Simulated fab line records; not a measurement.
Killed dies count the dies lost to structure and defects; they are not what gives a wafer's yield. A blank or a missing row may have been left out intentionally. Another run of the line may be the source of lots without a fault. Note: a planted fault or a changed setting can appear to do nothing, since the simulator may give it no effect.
fab line records	flow nand-harc
[record] lots = 6	wafers = 17	last-day = 33
route steps=1302 shown A_SLIT@942 A_SIN_REMOVE@947 A_WL_FILL@952 END@1302
lots that met no fault: from a run of the same line without faults
start-h: hours from the record's first day to the start of the lot's first wafer shown	wait-h: hours elapsed since this lot's preceding step	" repeats the value in the row above	L1.1+2: a single row standing in for several wafers	- value missing, or start not given	* or withheld: withheld	< > ~ a bound
route shown NAME@n: NAME is a module with steps in the file, n the number in the route of the first one	usual: mean/standard deviation of fault-free wafers	same: alike in all rows	chamber/n: place in a boat	sites: readings site by site	_std_site: the values' standard deviation	_edge_site: the outer-site mean with the inner-site mean subtracted	radius-mm: how far each site lies from the wafer's centre	mask NAME#n: copy n	behind: the most recent tool/chamber to have shaped the wafer	hold: cause of the lot's hold/its duration in hours/its outcome	device: whichever transistor did not switch (one of n, p or np)	end of line: tests run on the same wafers once the route is complete	a step without rows: its recipe alone	killed: dies that structure and defects cost at the first sort, which is not the same as the wafer's yield	map: a wafer's dies, marking killed ones x, the rest . and places with no die _
set.NAME: the run value of the setting; set.NAME@STEP: its run value at that earlier step	model.NAME: the simulator's own value behind a step, which no gauge read
certain route steps with their lots: each step a table, each wafer a row
services: when a tool's chamber went out of use (start-h, in hours from the record's first day, below 0 if earlier), for how many hours, and the reason
[[steps]]
[step NHARC_A_SLIT_ETCH_29]
[recipe] target-depth-a = 1000	overetch-a = 100	time-s = 55	ion-energy-ev = 100	cf4-flow-sccm = 80	o2-flow-sccm = 20	ar-flow-sccm = 0	rf-w = 300	bias-w = 100	chemistry = CF4/O2
[usual] bias-w = 100.0/0.32	cf4-flow-sccm = 79.99/0.23	drypump-motor-current-A = 5.6/0.42	oes_ar_750_au = 0.999/0.0042	oes-product-au = 1.000/0.01	rf-vpp-V = 198.3/1.1	showerhead-plenum-p-Torr = 1.36/0.045	throttle-valve-pct = 13.396/0.01
lot.wafer	tool	chamber	start-h	wait-h	bias-w	cf4-flow-sccm	drypump-motor-current-A	oes_ar_750_au	oes-product-au	rf-hours-counter-h	rf-vpp-V	showerhead-plenum-p-Torr	throttle-valve-pct
L604.2	rie-diel-07	0	488.07	0.1	100.2	80.27	5.5	0.993	0.998	1	198.7	1.32	13.406
L604.3	"	2	"	"	99.8	80.35	5.9	1.000	0.994	1	199.3	1.41	13.405
L604.5	"	3	"	"	99.6	80.26	6.3	1.006	0.980	-	199.4	1.35	13.392
L607.1	rie-diel-07	2	518.73	0.1	99.9	80.30	5.9	1.005	0.982	3	198.9	1.41	13.390
L607.4	"	3	"	"	100.2	79.86	6.3	1.003	0.996	3	197.8	1.35	13.379
L607.3	"	0	"	"	99.6	79.56	5.5	0.990	0.996	2	197.1	1.32	13.398
L611.2	rie-diel-07	2	575.41	0.1	100.1	79.83	5.9	1.000	0.988	7	199.5	1.41	13.394
L611.5	"	1	"	"	100.5	80.27	4.7	1.000	1.004	-	197.5	1.40	13.390
L615.1	rie-diel-07	3	598.88	0.1	100.0	79.88	6.3	1.004	0.985	8	197.8	1.35	13.398
L615.3	"	2	"	"	100.3	79.86	5.9	1.004	0.989	8	200.2	1.41	13.384
L615.5	"	0	"	"	100.0	79.84	5.5	1.000	0.989	-	198.6	1.31	13.410
L621.3	rie-diel-10	2	651.60	0.1	100.3	80.07	5.4	0.999	0.980	1	199.3	1.42	13.376
L621.2	"	1	"	"	99.9	80.25	6.0	0.995	1.005	1	197.3	1.32	13.400
L621.6	"	3	"	"	99.9	80.20	5.8	0.998	1.001	-	200.6	1.37	13.386
L624.1	rie-diel-07	2	684.63	0.1	99.2	79.85	5.9	1.001	0.988	2	199.7	1.41	13.407
L624.3	"	3	"	"	100.3	80.03	6.3	1.002	1.004	2	197.2	1.35	13.399
L624.6	"	3	"	"	100.3	79.74	6.3	0.999	0.998	-	196.2	1.35	13.401
[step NHARC_A_SLIT_STRIP_18]
[recipe] o2-flow-sccm = 500	ar-flow-sccm = 0	bias-w = 0	chemistry = O2
[usual] drypump-motor-current-A = 5.7/0.4	oes-product-au = 0.998/0.012	rf-vpp-V = 57.9/0.81	showerhead-plenum-p-Torr = 3.59/0.11	throttle-valve-pct = 17.037/0.0093
[same] bias-w = 0
lot.wafer	tool	chamber	start-h	wait-h	drypump-motor-current-A	oes-product-au	rf-hours-counter-h	rf-vpp-V	showerhead-plenum-p-Torr	throttle-valve-pct
L604.3	rie-diel-07	0	-	-	5.5	1.004	1	58.5	3.48	17.044
L604.2	"	1	"	"	4.7	1.004	1	58.1	3.71	17.038
L604.5	"	0	"	"	5.5	1.007	-	57.3	3.48	17.036
L607.1	rie-diel-07	0	-	-	5.5	0.998	2	57.7	3.48	17.042
L607.4	"	2	"	"	5.9	0.997	3	59.4	3.73	17.046
L607.3	"	3	"	"	6.3	0.992	3	58.5	3.57	17.043
L611.2	rie-diel-10	1	575.66	-	6.0	1.006	11	57.5	3.50	17.036
L611.5	"	2	"	"	5.5	1.013	-	58.2	3.75	17.030
L615.3	rie-diel-07	3	-	-	6.3	0.982	8	59.2	3.57	17.044
L615.1	"	1	"	"	4.7	0.996	6	59.0	3.70	17.032
L615.5	"	3	"	"	6.3	0.971	-	57.7	3.56	17.040
L621.3	rie-diel-10	2	-	-	5.5	0.978	1	58.2	3.74	17.042
L621.2	"	0	"	"	5.4	0.986	1	57.6	3.48	17.026
L621.6	"	2	"	"	5.5	0.984	-	57.6	3.74	17.044
L624.1	rie-diel-07	2	-	-	5.9	0.992	2	57.6	3.72	17.046
L624.3	"	3	"	"	6.3	1.011	2	57.5	3.56	17.020
L624.6	"	2	"	"	6.0	0.980	-	57.7	3.72	17.042
[step NHARC_A_SLIT_PRECLEAN_19]
[recipe] time-s = *	temp-c = 50	bath-age-min = 0	chemistry = SC1
[step NHARC_A_SLIT_SRD_20]
[step NHARC_A_SLIT_CD_MEAS_21]
[usual] cd-nm = 289.6/0.86
lot.wafer	tool	chamber	start-h	wait-h	cd-nm
L604.2	cd-sem-03	-	488.60	-	289.6
L604.3	"	-	"	"	289.1
L604.5	"	-	"	"	289.3
L607.1	cd-sem-02	-	519.27	-	289.0
L607.3	"	-	"	"	290.9
L607.4	"	-	"	"	289.5
L611.2	cd-sem-03	-	576.11	-	287.9
L611.5	"	-	"	"	286.8
L615.1	cd-sem-01	-	599.42	-	290.3
L615.3	"	-	"	"	290.8
L615.5	"	-	"	"	290.9
L621.2	cd-sem-01	-	652.14	-	289.4
L621.3	"	-	"	"	289.0
L621.6	"	-	"	"	290.3
L624.1	cd-sem-03	-	685.22	-	290.4
L624.3	"	-	"	"	289.0
L624.6	"	-	"	"	289.7
[step NHARC_A_SIN_REMOVE_WET_00]
[recipe] temp-c = 160	time-s = 15300	chemistry = H3PO4
[step NHARC_A_SIN_REMOVE_PRECLEAN_01]
[recipe] time-s = *	temp-c = 50	bath-age-min = 0	chemistry = SC1
[step NHARC_A_SIN_REMOVE_SRD_02]
[step NHARC_A_SIN_REMOVE_INSPECT_04]
[usual] raw-defect-count = 393/93
lot.wafer	tool	chamber	start-h	wait-h	raw-defect-count
L604.2	defect-inspect-01	-	495.23	0.0	411
L604.3	"	-	"	"	288
L604.5	"	-	"	"	300
L607.1	defect-inspect-02	-	525.89	0.0	352
L607.3	"	-	"	"	337
L607.4	"	-	"	"	398
L611.2	defect-inspect-01	-	582.58	0.0	312
L611.5	"	-	"	"	360
L615.1	defect-inspect-02	-	605.21	0.0	481
L615.3	"	-	"	"	295
L615.5	"	-	"	"	320
L621.2	defect-inspect-02	-	657.33	0.0	464
L621.3	"	-	"	"	289
L621.6	"	-	"	"	334
L624.1	defect-inspect-02	-	691.84	0.0	509
L624.3	"	-	"	"	377
L624.6	"	-	"	"	583
[step NHARC_A_WL_FILL_ALD_00]
[recipe] target-thk-a = 30	pulse-time-s = 3	ald-cycles = 30	temp-c = 300	material = Al2O3
[usual] ald-cycles = 30/0	heater-power-outer-w = 262/25	heater-power-w = 473/35	precursor-pulse-height-rel = 0.997/0.02
lot.wafer	tool	chamber	start-h	wait-h	ald-cycles	heater-power-outer-w	heater-power-w	precursor-pulse-height-rel
L604.3	ald-hk-03	0	495.32	0.1	30	277	477	0.986
L604.2	"	2	"	"	30	245	468	1.000
L604.5	"	0	"	"	30	271	487	0.978
L607.4	ald-hk-03	3	525.98	0.1	30	273	489	1.023
L607.1	"	0	"	"	30	273	492	1.012
L607.3	"	1	"	"	30	214	420	1.019
L611.2	ald-hk-02	0	583.15	0.6	30	296	547	0.981
L611.5	"	2	"	"	30	260	441	0.986
L615.1	ald-hk-02	1	605.28	0.1	30	309	497	1.002
L615.3	"	0	"	"	30	286	547	0.985
L615.5	"	2	"	"	30	259	424	0.998
L621.3	ald-hk-03	0	657.42	0.1	30	256	468	0.974
L621.2	"	1	"	"	30	220	424	0.969
L621.6	"	3	"	"	30	248	462	1.039
L624.1	ald-hk-02	1	691.93	0.1	30	312	506	0.999
L624.3	"	2	"	"	30	254	437	0.983
L624.6	"	1	"	"	30	307	502	0.973
[step NHARC_A_WL_FILL_RTA_01]
[recipe] temp-c = 1000	time-s = 5
[usual] lamp-power-pct = 31/3.8	wafer_temp_C_max = 1005.8/1.4
lot.wafer	tool	chamber	start-h	wait-h	lamp-power-pct	wafer_temp_C_max
L604.2	rtp-anneal-01	0	495.58	-	27	1004.6
L604.3	"	0	"	"	27	1003.9
L604.5	"	0	"	"	27	1005.1
L607.1	rtp-anneal-02	0	526.21	-	35	1006.0
L607.3	"	0	"	"	35	1005.2
L607.4	"	0	"	"	35	1005.1
L611.2	rtp-anneal-01	0	583.39	-	27	1004.3
L611.5	"	0	"	"	27	1004.1
L615.1	rtp-anneal-01	0	605.54	-	27	1005.3
L615.3	"	0	"	"	27	1003.2
L615.5	"	0	"	"	27	1004.1
L621.2	rtp-anneal-02	0	657.72	-	35	1007.9
L621.3	"	0	"	"	35	1006.0
L621.6	"	0	"	"	35	1005.7
L624.1	rtp-anneal-01	0	692.17	-	27	1004.3
L624.3	"	0	"	"	27	1006.6
L624.6	"	0	"	"	27	1004.6
[step NHARC_A_WL_FILL_ALD_02]
[recipe] target-thk-a = 20	pulse-time-s = 3	ald-cycles = 100	temp-c = 450	material = TiN
[usual] ald-cycles = 100/0	heater-power-outer-w = 704/67	heater-power-w = 1132/100	precursor-pulse-height-rel = 1.002/0.018
lot.wafer	tool	chamber	start-h	wait-h	ald-cycles	heater-power-outer-w	heater-power-w	precursor-pulse-height-rel
L604.3	ald-metal-01	0	495.80	0.2	100	752	1182	1.007
L604.2	"	2	"	"	100	726	1154	1.004
L604.5	"	3	"	"	100	842	1264	0.992
L607.4	ald-metal-04	0	526.43	0.1	100	748	1263	1.024
L607.1	"	1	"	"	100	735	1248	1.019
L607.3	"	3	"	"	100	607	997	1.016
L611.2	ald-metal-04	1	583.58	0.2	103	743	1280	1.005
L611.5	"	1	"	"	100	749	1235	0.996
L615.3	ald-metal-04	0	605.79	0.2	103	739	1207	1.013
L615.1	"	1	"	"	100	753	1247	1.014
L615.5	"	0	"	"	100	754	1204	0.978
L621.3	ald-metal-03	1	657.91	0.1	100	702	1173	1.024
L621.2	"	2	"	"	100	647	1099	1.006
L621.6	"	2	"	"	100	646	1102	0.984
L624.1	ald-metal-04	0	692.42	0.2	100	769	1239	1.037
L624.3	"	2	"	"	100	709	1117	0.981
L624.6	"	3	"	"	100	606	997	0.997
[step NHARC_END_SORT_01]
[recipe] temp-c = 25
[usual] killed-at-array = 55/20	killed-at-other = 1.2/1.3	killed-at-periphery = 4.0/3	killed-dies = 60/21	killed-open = 3.2/1.9	killed-short = 2.5/1.6
[same] gross-dies = 677
lot.wafer	tool	chamber	start-h	wait-h	killed-at-array	killed-at-other	killed-at-periphery	killed-dies	killed-open	killed-short
L604.2	prober-02	0	589.51	2.8	21	1	4	26	3	4
L604.3	prober-02	0	590.33	3.1	31	1	5	37	5	3
L604.5	prober-02	0	591.96	3.8	24	0	9	33	4	3
L607.1	prober-01	0	622.95	2.5	74	0	3	77	1	2
L607.3	prober-01	0	624.55	3.1	79	1	2	82	3	1
L607.4	prober-01	0	625.35	3.4	68	0	5	73	1	3
L611.2	prober-02	0	685.50	2.8	21	2	4	27	2	2
L611.5	prober-02	0	687.91	3.7	24	2	9	35	4	2
L621.2	prober-01	0	754.58	2.8	50	0	2	52	4	7
L621.3	prober-01	0	755.38	3.1	61	1	3	65	6	4
L621.6	prober-01	0	757.78	4.0	63	0	1	64	6	2
// killed by level:class
L604.2 A_CHANNEL_HOLE_D2:chamber-film-flake=10 P_M1:chamber-film-flake=3 A_M0:geometric-particle:open=2 A_SLIT:chamber-film-flake=2 A_CONTACT:chamber-film-flake=2 P_CONTACT:geometric-particle:short=1 A_ONON_D1:geometric-particle:short=1 A_ONON_D1:geometric-particle:open=1
L604.3 A_CHANNEL_HOLE_D2:chamber-film-flake=16 A_SLIT:chamber-film-flake=3 A_CHANNEL_FILL_D2:geometric-particle:short=2 P_GATE:chamber-film-flake=2 P_M1:chamber-film-flake=2 P_M0:geometric-particle:short=1 A_CHANNEL_FILL_D1:geometric-particle:open=1 A_DECK1_JOINT:geometric-particle:open=1
L604.5 A_CHANNEL_HOLE_D2:chamber-film-flake=8 A_CONTACT:chamber-film-flake=4 A_CHANNEL_FILL_D1:geometric-particle:open=3 P_M1:chamber-film-flake=3 A_CHANNEL_HOLE_D1:chamber-film-flake=3 P_GATE:chamber-film-flake=2 P_M0:chamber-film-flake=2 P_M0:geometric-particle:short=1
L607.1 A_CHANNEL_HOLE_D1:chamber-film-flake=33 A_CHANNEL_HOLE_D2:chamber-film-flake=33 A_SGD_CUT:chamber-film-flake=2 P_M2:geometric-particle:short=1 A_CHANNEL_HOLE_D1:geometric-particle:short=1 A_SGD_CUT:geometric-particle:open=1 P_ZERO_WELL:chamber-film-flake=1 P_STI:chamber-film-flake=1
L607.3 A_CHANNEL_HOLE_D1:chamber-film-flake=39 A_CHANNEL_HOLE_D2:chamber-film-flake=30 A_M0:chamber-film-flake=4 P_ZERO_WELL:chamber-film-flake=2 A_WL_FILL:chamber-film-flake=2 A_CHANNEL_HOLE_D1:geometric-particle:open=1 A_CHANNEL_FILL_D1:geometric-particle:short=1 A_BLC:geometric-particle:open=1
L607.4 A_CHANNEL_HOLE_D1:chamber-film-flake=30 A_CHANNEL_HOLE_D2:chamber-film-flake=30 P_ZERO_WELL:chamber-film-flake=3 A_M0:chamber-film-flake=3 P_GATE:geometric-particle:short=2 A_WL_FILL:geometric-particle:short=1 A_WL_FILL:geometric-particle:open=1 A_SGD_CUT:chamber-film-flake=1
L611.2 A_CHANNEL_HOLE_D1:chamber-film-flake=7 A_CONTACT:chamber-film-flake=5 A_STAIRCASE:chamber-film-flake=3 P_STI:chamber-film-flake=2 A_CHANNEL_HOLE_D2:chamber-film-flake=2 THIN_TSV:chamber-film-flake=2 P_M2:geometric-particle:open=1 A_ONON_D1:geometric-particle:short=1
L611.5 A_CHANNEL_HOLE_D1:chamber-film-flake=8 A_SLIT:chamber-film-flake=6 P_STI:chamber-film-flake=5 A_CHANNEL_HOLE_D2:chamber-film-flake=2 THIN_TSV:chamber-film-flake=2 A_DECK1_JOINT:geometric-particle:open=1 A_CHANNEL_FILL_D2:geometric-particle:open=1 A_CHANNEL_FILL_D2:geometric-particle:short=1
L621.2 A_CHANNEL_HOLE_D2:chamber-film-flake=18 A_SLIT:chamber-film-flake=9 A_CHANNEL_HOLE_D1:chamber-film-flake=6 A_CHANNEL_FILL_D2:chamber-film-flake=4 A_ONON_D1:geometric-particle:short=2 A_CONTACT:chamber-film-flake=2 P_CONTACT:geometric-particle:open=1 P_M0:geometric-particle:short=1
L621.3 A_CHANNEL_HOLE_D2:chamber-film-flake=19 A_CHANNEL_HOLE_D1:chamber-film-flake=18 A_SLIT:chamber-film-flake=7 A_CONTACT:chamber-film-flake=3 A_ONON_D2:geometric-particle:open=2 A_CHANNEL_FILL_D2:geometric-particle:open=2 A_CHANNEL_FILL_D2:chamber-film-flake=2 P_CONTACT:geometric-particle:open=1
L621.6 A_CHANNEL_HOLE_D2:chamber-film-flake=30 A_CONTACT:chamber-film-flake=7 A_CHANNEL_HOLE_D1:chamber-film-flake=6 A_SLIT:chamber-film-flake=5 A_DECK1_JOINT:chamber-film-flake=3 A_ONON_D2:geometric-particle:open=2 A_CHANNEL_HOLE_D1:geometric-particle:open=1 A_ONON_D2:geometric-particle:short=1
[[services]]
tool	chamber	start-h	hours	kind
rie-diel-07	-	471.20	9.0	pm
rie-diel-07	0	471.20	9.0	vent-cycle
rie-diel-07	1	471.20	9.0	vent-cycle
rie-diel-07	2	471.20	9.0	vent-cycle
rie-diel-07	3	471.20	9.0	vent-cycle
ald-metal-04	-	474.00	10.0	pm
rie-diel-07	0	480.20	-	clean
rie-diel-10	0	502.17	7.8	repair
ald-metal-03	0	502.85	3.8	repair
ald-metal-01	-	526.12	10.0	pm
rie-diel-10	-	528.91	1.1	repair
ald-hk-02	-	529.14	10.0	pm
rie-diel-10	0	537.64	14.2	repair
rie-diel-07	-	545.23	0.9	repair
ald-metal-03	-	568.00	10.0	pm
ald-hk-03	-	569.73	10.0	pm
rie-diel-07	-	575.47	1.3	repair
ald-metal-04	0	584.96	3.0	repair
rie-diel-10	-	596.50	9.0	pm
rie-diel-10	-	608.18	0.7	repair
rie-diel-07	-	648.20	9.0	pm
ald-metal-04	-	652.00	10.0	pm
rie-diel-07	1	669.26	29.5	repair
ald-metal-01	3	670.77	5.3	repair
[[key]]
[first-sign] step = NHARC_A_WL_FILL_ALD_02	reading = ald-cycles	direction = up	sigmas = 99+	usual = 100	struck = 103
effect none on later readings
met-at NHARC_A_WL_FILL_ALD_02
struck-wafers L611.2,L615.3
tester-left-out L611,L615
onset-between 526.43 583.58
[fault] kind = process-parameter-drift	tool = ald-metal-04	chamber = -	onset-h = 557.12	steps = NHARC_A_WL_FILL_ALD_02	channel = ald-cycles	offset = 3	shape = step	end-h = 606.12	scope = struck-wafers-only	acts-in = these-recipes-only	stated = 100
// tester-left-out: of these lots the tester's yield and bins aren't shown, on N5 and GAA mostly nor the transistor test; their killed dies are dies lost to structure and defects alone, not to doping, threshold or leakage, so they don't give the yield
